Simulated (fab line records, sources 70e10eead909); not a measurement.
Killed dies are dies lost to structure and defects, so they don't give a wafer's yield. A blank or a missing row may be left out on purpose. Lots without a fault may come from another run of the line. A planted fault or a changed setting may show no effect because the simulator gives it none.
Which tool did it? | flow nand_harc | 6 lots, 18 wafers sampled, at 2 steps of a route of 1159

WHAT THE GAUGES READ, wafer by wafer
NHARC_A_SOURCE_PLATE_THK_MEAS_06: measures by ellipsometry.
lot  | measured     | on            | thk_nm (nm)
L879 | day 8 03:56  | film_metro-02 | 200.7 201.0 200.6
L881 | day 9 01:28  | film_metro-02 | 198.3 199.7 200.3
L885 | day 9 23:12  | film_metro-02 | 199.2 198.3 201.8
L890 | day 10 17:59 | film_metro-02 | 194.9 196.6 199.5
L896 | day 12 03:23 | film_metro-02 | 199.1 199.6 200.3
L898 | day 13 03:27 | film_metro-01 | 199.0 197.8 198.1

WHICH TOOL RAN EACH LOT (tool, then ch and the chambers of the sampled wafers, then the start)
lot  | NHARC_A_ZERO_WELL_ETCH_19
L879 | rie_diel-06 ch 1,2, day 7 07:31
L881 | rie_diel-06 ch 0,1,2, day 8 01:22
L885 | rie_diel-07 ch 0,1,2, day 9 01:19
L890 | rie_diel-07 ch 0,2,3, day 9 19:58
L896 | rie_diel-11 ch 0,2, day 11 05:40
L898 | rie_diel-11 ch 0,2, day 12 05:22
- NHARC_A_ZERO_WELL_ETCH_19: etches the open film in N2/H2, target depth 80 nm, overetch 24 nm, time 87.88 s.

THE ANSWER, worked out from the rows above alone
Rule: what is usual is taken from the lots themselves. Put in order of their means at a reading, lots are off if they are a third of the lots or fewer, leave a main group of 4 or more, and stand apart from it by a gap of 3 or more times the standard deviation of the main group's means; of several such gaps the widest counts. A main group whose means are all the same, to the digits that the tables above print for the reading, isn't used. A lot without any number at a reading at which 4 lots or more have one is off too. The other lots that the step has rows for count as sound.
No lot is off at any reading shown: from this, nothing can be told.

WHAT THE SIMULATOR HAD PUT IN
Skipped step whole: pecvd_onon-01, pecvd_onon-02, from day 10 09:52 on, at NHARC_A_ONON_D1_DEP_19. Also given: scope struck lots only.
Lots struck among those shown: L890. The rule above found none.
